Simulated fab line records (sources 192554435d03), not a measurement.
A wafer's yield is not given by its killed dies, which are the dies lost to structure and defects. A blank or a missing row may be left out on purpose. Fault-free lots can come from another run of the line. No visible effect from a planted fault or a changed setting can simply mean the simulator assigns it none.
fab line records + flow n5-finfet + part 2 of 2: steps 24 to 35 of 35
record
- lots=5
- wafers=15
- last-day=20
route steps=1938 shown SDB@366 DUMMY_REMOVAL@377 HKMG_FIN@385
lots that met no fault: from a run of the same line without faults
start-h: the number of hours between the record's first day and the start of the first shown wafer of the lot + wait-h: hours elapsed since this lot's preceding step + " same as the row above + L1.1+2: one row covering several wafers at once + - no value, or no start was given + * or withheld: withheld + < > ~ a bound
route shown NAME@n: names a module that has steps shown in the file, with the first one's number in the route + usual: the fault-free wafers' mean and standard deviation + same: alike in all rows + chamber/n: place in a boat + sites: each site's reading + _std_site: the values' standard deviation + _edge_site: outer sites' mean less inner sites' + radius-mm: how far each site lies from the wafer's centre + mask NAME#n: copy n + behind: the most recent tool/chamber to have shaped the wafer + hold: why the lot was held/for how many hours/how that ended + device: transistor that didn't switch, given as n, p or np + end of line: the tests these same wafers got at the end of their route + step lacking rows: just its recipe + killed: not the wafer's yield, but the dies lost to structure and defects at the first sort + map: a wafer's dies, x killed, . not, _ none there
set.NAME: the setting that was run; set.NAME@STEP: the one run at that earlier step + model.NAME: the simulator's own value behind a step, which no gauge read
lots seen at some steps along the route; tables by step, rows by wafer
services: a tool's chamber out of use, with start hour (start-h, from the record's first day; less than 0 if before it), hours out, and reason
## steps
# step N5_HKMG_FIN_ALD_75
# recipe
- material=Al2O3
- target-thk-a=10
- temp-c=150
- ald-precursor-family=TMA
- ald-co-reactant=H2O
- pulse-time-s=withheld
- co-reactant-pulse-time-s=1
# usual
- heater-power-w=152/18
- precursor-pulse-height-rel=0.999/0.02
| lot.wafer | tool      | chamber | start-h | wait-h | heater-power-w | precursor-pulse-height-rel |
|-----------|-----------|---------|---------|--------|----------------|----------------------------|
| L075.1    | ald-hk-03 | 1       | 79.59   | 0.0    | 136            | 0.963                      |
| L075.4    | "         | 2       | "       | "      | 162            | 1.000                      |
| L075.5    | "         | 3       | "       | "      | 135            | 1.006                      |
| L092.3    | ald-hk-02 | 3       | 177.89  | 0.0    | 126            | 1.019                      |
| L092.4    | "         | 2       | "       | "      | 142            | 0.998                      |
| L092.5    | "         | 2       | "       | "      | 147            | 0.986                      |
| L094.4    | ald-hk-03 | 1       | 204.17  | 0.0    | 134            | 0.984                      |
| L094.5    | "         | 0       | "       | "      | 138            | 0.979                      |
| L094.6    | "         | 3       | "       | "      | 138            | 1.034                      |
| L095.1    | ald-hk-02 | 2       | 204.22  | 0.0    | 146            | 0.984                      |
| L095.2    | "         | 1       | "       | "      | 181            | 0.973                      |
| L095.3    | "         | 3       | "       | "      | 126            | 0.990                      |
| L096.1    | ald-hk-03 | 1       | 214.23  | 0.0    | 138            | 0.967                      |
| L096.4    | "         | 0       | "       | "      | 137            | 0.999                      |
| L096.5    | "         | 1       | "       | "      | 137            | 1.012                      |
# step N5_HKMG_FIN_COAT_41
# recipe
- resist=SOC
- temp-c=250
- time-s=60
- spin-rpm=1500
- resist-thk-nm=300
# usual
- resist-line-temp-C=22.99/0.1
| lot.wafer | tool           | chamber | start-h | wait-h | resist-line-temp-C |
|-----------|----------------|---------|---------|--------|--------------------|
| L075.1    | litho-track-02 | 0       | 79.69   | -      | 22.92              |
| L075.4    | "              | 0       | "       | "      | 23.08              |
| L075.5    | "              | 0       | "       | "      | 22.97              |
| L092.3    | litho-track-05 | 0       | 177.99  | -      | 22.87              |
| L092.4    | "              | 0       | "       | "      | 22.92              |
| L092.5    | "              | 0       | "       | "      | 23.13              |
| L094.4    | litho-track-02 | 0       | 204.27  | -      | 22.90              |
| L094.5    | "              | 0       | "       | "      | 22.82              |
| L094.6    | "              | 0       | "       | "      | 22.77              |
| L095.1    | litho-track-05 | 0       | 204.32  | -      | 23.00              |
| L095.2    | "              | 0       | "       | "      | 23.10              |
| L095.3    | "              | 0       | "       | "      | 22.96              |
| L096.1    | litho-track-05 | 0       | 214.33  | -      | 23.04              |
| L096.4    | "              | 0       | "       | "      | 22.81              |
| L096.5    | "              | 0       | "       | "      | 23.12              |
# step N5_HKMG_FIN_COAT_42
# recipe
- resist=SiARC
- temp-c=220
- time-s=60
- spin-rpm=1500
- resist-thk-nm=35
# usual
- resist-line-temp-C=22.98/0.11
| lot.wafer | tool           | chamber | start-h | wait-h | resist-line-temp-C |
|-----------|----------------|---------|---------|--------|--------------------|
| L075.1    | litho-track-02 | 0       | -       | -      | 22.87              |
| L075.4    | "              | 0       | "       | "      | 22.83              |
| L075.5    | "              | 0       | "       | "      | 22.90              |
| L092.3    | litho-track-05 | 0       | -       | -      | 22.94              |
| L092.4    | "              | 0       | "       | "      | 22.92              |
| L092.5    | "              | 0       | "       | "      | 23.10              |
| L094.4    | litho-track-02 | 0       | -       | -      | 23.10              |
| L094.5    | "              | 0       | "       | "      | 23.02              |
| L094.6    | "              | 0       | "       | "      | 22.98              |
| L095.1    | litho-track-05 | 0       | -       | -      | 23.05              |
| L095.2    | "              | 0       | "       | "      | 22.91              |
| L095.3    | "              | 0       | "       | "      | 22.98              |
| L096.1    | litho-track-05 | 0       | -       | -      | 22.92              |
| L096.4    | "              | 0       | "       | "      | 23.03              |
| L096.5    | "              | 0       | "       | "      | 22.96              |
# step N5_HKMG_FIN_COAT_43
# recipe
- resist=CAR-ArF
- spin-rpm=1500
- resist-thk-nm=90
# usual
- resist-line-temp-C=23.00/0.12
| lot.wafer | tool           | chamber | start-h | wait-h | resist-line-temp-C |
|-----------|----------------|---------|---------|--------|--------------------|
| L075.1    | litho-track-02 | 0       | -       | -      | 22.96              |
| L075.4    | "              | 0       | "       | "      | 23.00              |
| L075.5    | "              | 0       | "       | "      | 23.02              |
| L092.3    | litho-track-05 | 0       | -       | -      | 22.72              |
| L092.4    | "              | 0       | "       | "      | 23.01              |
| L092.5    | "              | 0       | "       | "      | 22.84              |
| L094.4    | litho-track-02 | 0       | -       | -      | 23.00              |
| L094.5    | "              | 0       | "       | "      | 23.03              |
| L094.6    | "              | 0       | "       | "      | 22.81              |
| L095.1    | litho-track-05 | 0       | -       | -      | 23.08              |
| L095.2    | "              | 0       | "       | "      | 23.12              |
| L095.3    | "              | 0       | "       | "      | 22.88              |
| L096.1    | litho-track-05 | 0       | -       | -      | 22.99              |
| L096.4    | "              | 0       | "       | "      | 22.96              |
| L096.5    | "              | 0       | "       | "      | 22.95              |
# step N5_HKMG_FIN_EBR_45
# recipe
- solvent=PGMEA
- ebr-width-mm=1.5
# usual
- resist-line-temp-C=23.01/0.11
| lot.wafer | tool           | chamber | start-h | wait-h | resist-line-temp-C |
|-----------|----------------|---------|---------|--------|--------------------|
| L075.1    | litho-track-02 | 0       | -       | -      | 22.99              |
| L075.4    | "              | 0       | "       | "      | 23.02              |
| L075.5    | "              | 0       | "       | "      | 23.00              |
| L092.3    | litho-track-05 | 0       | -       | -      | 23.12              |
| L092.4    | "              | 0       | "       | "      | 23.15              |
| L092.5    | "              | 0       | "       | "      | 23.09              |
| L094.4    | litho-track-02 | 0       | -       | -      | 23.01              |
| L094.5    | "              | 0       | "       | "      | 23.13              |
| L094.6    | "              | 0       | "       | "      | 22.95              |
| L095.1    | litho-track-05 | 0       | -       | -      | 22.96              |
| L095.2    | "              | 0       | "       | "      | 23.06              |
| L095.3    | "              | 0       | "       | "      | 22.85              |
| L096.1    | litho-track-05 | 0       | -       | -      | 22.99              |
| L096.4    | "              | 0       | "       | "      | 22.95              |
| L096.5    | "              | 0       | "       | "      | 22.98              |
# step N5_HKMG_FIN_SOFTBAKE_44
# recipe
- temp-c=110
- time-s=60
- resist=CAR-ArF
# usual
- resist-line-temp-C=22.98/0.096
| lot.wafer | tool           | chamber | start-h | wait-h | resist-line-temp-C |
|-----------|----------------|---------|---------|--------|--------------------|
| L075.1    | litho-track-02 | 0       | -       | -      | 23.04              |
| L075.4    | "              | 0       | "       | "      | 22.96              |
| L075.5    | "              | 0       | "       | "      | 22.89              |
| L092.3    | litho-track-05 | 0       | -       | -      | 23.10              |
| L092.4    | "              | 0       | "       | "      | 23.02              |
| L092.5    | "              | 0       | "       | "      | 23.04              |
| L094.4    | litho-track-02 | 0       | -       | -      | 22.84              |
| L094.5    | "              | 0       | "       | "      | 22.94              |
| L094.6    | "              | 0       | "       | "      | 22.96              |
| L095.1    | litho-track-05 | 0       | -       | -      | 22.85              |
| L095.2    | "              | 0       | "       | "      | 22.95              |
| L095.3    | "              | 0       | "       | "      | 23.02              |
| L096.1    | litho-track-05 | 0       | -       | -      | 22.92              |
| L096.4    | "              | 0       | "       | "      | 22.85              |
| L096.5    | "              | 0       | "       | "      | 22.83              |
# step N5_HKMG_FIN_EXPOSE_46
# recipe
- mask-id=NDIPOLE
- na=1.35
- source-shape=conventional
- sigma-outer=0.8
- polarization=unpolarized
- dose-mj=40
| lot.wafer  | tool            | chamber | start-h | wait-h | mask      |
|------------|-----------------|---------|---------|--------|-----------|
| L075.1+4+5 | arfi-scanner-01 | 0       | 79.93   | -      | NDIPOLE#0 |
| L092.3+4+5 | arfi-scanner-03 | 0       | 178.12  | -      | NDIPOLE#0 |
| L094.4+5+6 | arfi-scanner-01 | 0       | 204.40  | -      | NDIPOLE#0 |
| L095.1+2+3 | arfi-scanner-02 | 0       | 204.56  | -      | NDIPOLE#0 |
| L096.1+4+5 | arfi-scanner-02 | 0       | 214.47  | -      | NDIPOLE#0 |
# step N5_HKMG_FIN_PEB_47
# recipe
- peb-temp-c=withheld
- peb-time-s=60
- resist=CAR-ArF
# usual
- resist-line-temp-C=23.02/0.095
| lot.wafer | tool           | chamber | start-h | wait-h | resist-line-temp-C |
|-----------|----------------|---------|---------|--------|--------------------|
| L075.1    | litho-track-02 | 0       | 79.99   | 0.1    | 22.88              |
| L075.4    | "              | 0       | "       | "      | 22.92              |
| L075.5    | "              | 0       | "       | "      | 22.91              |
| L092.3    | litho-track-05 | 0       | 178.17  | 0.0    | 23.04              |
| L092.4    | "              | 0       | "       | "      | 23.11              |
| L092.5    | "              | 0       | "       | "      | 23.15              |
| L094.4    | litho-track-01 | 0       | 204.44  | 0.0    | 22.99              |
| L094.5    | "              | 0       | "       | "      | 23.04              |
| L094.6    | "              | 0       | "       | "      | 23.05              |
| L095.1    | litho-track-02 | 0       | 204.62  | 0.1    | 23.19              |
| L095.2    | "              | 0       | "       | "      | 23.09              |
| L095.3    | "              | 0       | "       | "      | 23.14              |
| L096.1    | litho-track-02 | 0       | 214.53  | 0.1    | 23.00              |
| L096.4    | "              | 0       | "       | "      | 23.04              |
| L096.5    | "              | 0       | "       | "      | 23.06              |
# step N5_HKMG_FIN_DEVELOP_48
# recipe
- develop-time-s=30
- developer=TMAH
- resist=CAR-ArF
- rinse-liquid=diw
- dry=air-spin
- dev-temp-c=23
# usual
- resist-line-temp-C=23.02/0.1
| lot.wafer | tool           | chamber | start-h | wait-h | resist-line-temp-C |
|-----------|----------------|---------|---------|--------|--------------------|
| L075.1    | litho-track-02 | 0       | -       | -      | 23.05              |
| L075.4    | "              | 0       | "       | "      | 22.98              |
| L075.5    | "              | 0       | "       | "      | 23.08              |
| L092.3    | litho-track-05 | 0       | -       | -      | 23.13              |
| L092.4    | "              | 0       | "       | "      | 23.15              |
| L092.5    | "              | 0       | "       | "      | 23.18              |
| L094.4    | litho-track-01 | 0       | -       | -      | 23.02              |
| L094.5    | "              | 0       | "       | "      | 23.06              |
| L094.6    | "              | 0       | "       | "      | 23.06              |
| L095.1    | litho-track-02 | 0       | -       | -      | 22.92              |
| L095.2    | "              | 0       | "       | "      | 23.10              |
| L095.3    | "              | 0       | "       | "      | 22.95              |
| L096.1    | litho-track-02 | 0       | -       | -      | 22.94              |
| L096.4    | "              | 0       | "       | "      | 22.91              |
| L096.5    | "              | 0       | "       | "      | 22.85              |
# step N5_HKMG_FIN_CD_MEAS_49
# recipe
- target-cd-nm=202
- landing-energy-ev=500
- detector=se-inlens
- polarity=opening
# usual
- cd-nm=202.4/0.61
# same
- landing-energy-ev=500
| lot.wafer | tool      | chamber | start-h | wait-h | cd-nm |
|-----------|-----------|---------|---------|--------|-------|
| L075.1    | cd-sem-01 | 0       | 80.06   | -      | 202.3 |
| L075.4    | "         | 0       | "       | "      | 202.7 |
| L075.5    | "         | 0       | "       | "      | 201.9 |
| L092.3    | cd-sem-01 | 0       | 178.24  | -      | 202.1 |
| L092.4    | "         | 0       | "       | "      | 202.8 |
| L092.5    | "         | 0       | "       | "      | 202.2 |
| L094.4    | cd-sem-02 | 0       | 204.51  | -      | 202.4 |
| L094.5    | "         | 0       | "       | "      | 203.7 |
| L094.6    | "         | 0       | "       | "      | 204.1 |
| L095.1    | cd-sem-03 | 0       | 204.69  | -      | 203.2 |
| L095.2    | "         | 0       | "       | "      | 202.6 |
| L095.3    | "         | 0       | "       | "      | 202.9 |
| L096.1    | cd-sem-01 | 0       | 214.60  | -      | 203.4 |
| L096.4    | "         | 0       | "       | "      | 202.4 |
| L096.5    | "         | 0       | "       | "      | 202.9 |
# step N5_HKMG_FIN_OVL_MEAS_50
# recipe
- points-per-wafer=44
# usual
- NDIPOLE_OVL=-0.2/0.66
# same
- points-per-wafer=44
| lot.wafer | tool       | chamber | start-h | wait-h | NDIPOLE_OVL[nm] |
|-----------|------------|---------|---------|--------|-----------------|
| L075.1    | overlay-01 | 0       | 80.09   | 0.0    | 0.8             |
| L075.4    | "          | 0       | "       | "      | -0.2            |
| L075.5    | "          | 0       | "       | "      | -0.7            |
| L092.3    | overlay-01 | 0       | 178.26  | 0.0    | -0.7            |
| L092.4    | "          | 0       | "       | "      | -1.1            |
| L092.5    | "          | 0       | "       | "      | -1.7            |
| L094.4    | overlay-01 | 0       | 204.54  | 0.0    | 0.4             |
| L094.5    | "          | 0       | "       | "      | 0.5             |
| L094.6    | "          | 0       | "       | "      | 1.4             |
| L095.1    | overlay-02 | 0       | 204.72  | 0.0    | 1.0             |
| L095.2    | "          | 0       | "       | "      | 0.2             |
| L095.3    | "          | 0       | "       | "      | -0.4            |
| L096.1    | overlay-01 | 0       | 214.63  | 0.0    | -1.7            |
| L096.4    | "          | 0       | "       | "      | -0.8            |
| L096.5    | "          | 0       | "       | "      | -0.7            |
# step N5_HKMG_FIN_INSPECT_61
# recipe
- mode=adi
- inspect-instrument=macro
# usual
- raw-defect-count=2.1/1.5
| lot.wafer | tool              | chamber | start-h | wait-h | raw-defect-count |
|-----------|-------------------|---------|---------|--------|------------------|
| L075.1    | defect-inspect-02 | -       | 80.11   | 0.0    | 1                |
| L075.4    | "                 | -       | "       | "      | 2                |
| L075.5    | "                 | -       | "       | "      | 1                |
| L092.3    | defect-inspect-02 | -       | 178.29  | 0.0    | 2                |
| L092.4    | "                 | -       | "       | "      | 2                |
| L092.5    | "                 | -       | "       | "      | 1                |
| L094.4    | defect-inspect-01 | -       | 204.56  | 0.0    | 0                |
| L094.5    | "                 | -       | "       | "      | 1                |
| L094.6    | "                 | -       | "       | "      | 6                |
| L095.1    | defect-inspect-01 | -       | 204.74  | 0.0    | 4                |
| L095.2    | "                 | -       | "       | "      | 4                |
| L095.3    | "                 | -       | "       | "      | 6                |
| L096.1    | defect-inspect-02 | -       | 214.65  | 0.0    | 0                |
| L096.4    | "                 | -       | "       | "      | 1                |
| L096.5    | "                 | -       | "       | "      | 1                |
## services
| tool             | chamber | start-h | hours | kind   |
|------------------|---------|---------|-------|--------|
| ald-sin-01       | 0       | 56.88   | 8.5   | repair |
| rie-diel-04      | 1       | 61.26   | 8.9   | repair |
| arfi-scanner-01  | -       | 63.22   | 0.8   | pm     |
| arfi-scanner-02  | -       | 83.24   | 4.8   | pm     |
| ald-hk-03        | -       | 83.48   | 1.0   | repair |
| arfi-scanner-02  | -       | 88.04   | 1.0   | pm     |
| rie-diel-03      | 1       | 92.93   | 14.9  | repair |
| ald-hk-01        | -       | 97.28   | 14.6  | pm     |
| cmp-03           | -       | 113.28  | 7.0   | pm     |
| rie-diel-04      | -       | 119.54  | 2.3   | repair |
| rie-diel-06      | 2       | 125.76  | 11.1  | repair |
| rie-diel-03      | 1       | 145.19  | 1.6   | repair |
| ald-hk-02        | -       | 157.55  | 2.0   | repair |
| rie-diel-06      | -       | 158.33  | 2.8   | pm     |
| cmp-03           | -       | 162.99  | 4.0   | pm     |
| rie-diel-06      | 2       | 163.27  | 9.2   | repair |
| remote-plasma-02 | -       | 163.27  | 0.6   | repair |
| rie-diel-04      | 1       | 176.16  | 8.1   | repair |
| rie-diel-03      | -       | 177.21  | 0.8   | repair |
| ald-hk-01        | -       | 181.95  | 4.3   | pm     |
| wet-bench-04     | -       | 185.28  | 1.9   | pm     |
| cmp-03           | -       | 188.84  | 1.4   | repair |
| rie-si-05        | 0       | 210.42  | 13.6  | repair |
| ald-sin-01       | -       | 211.62  | 0.5   | repair |
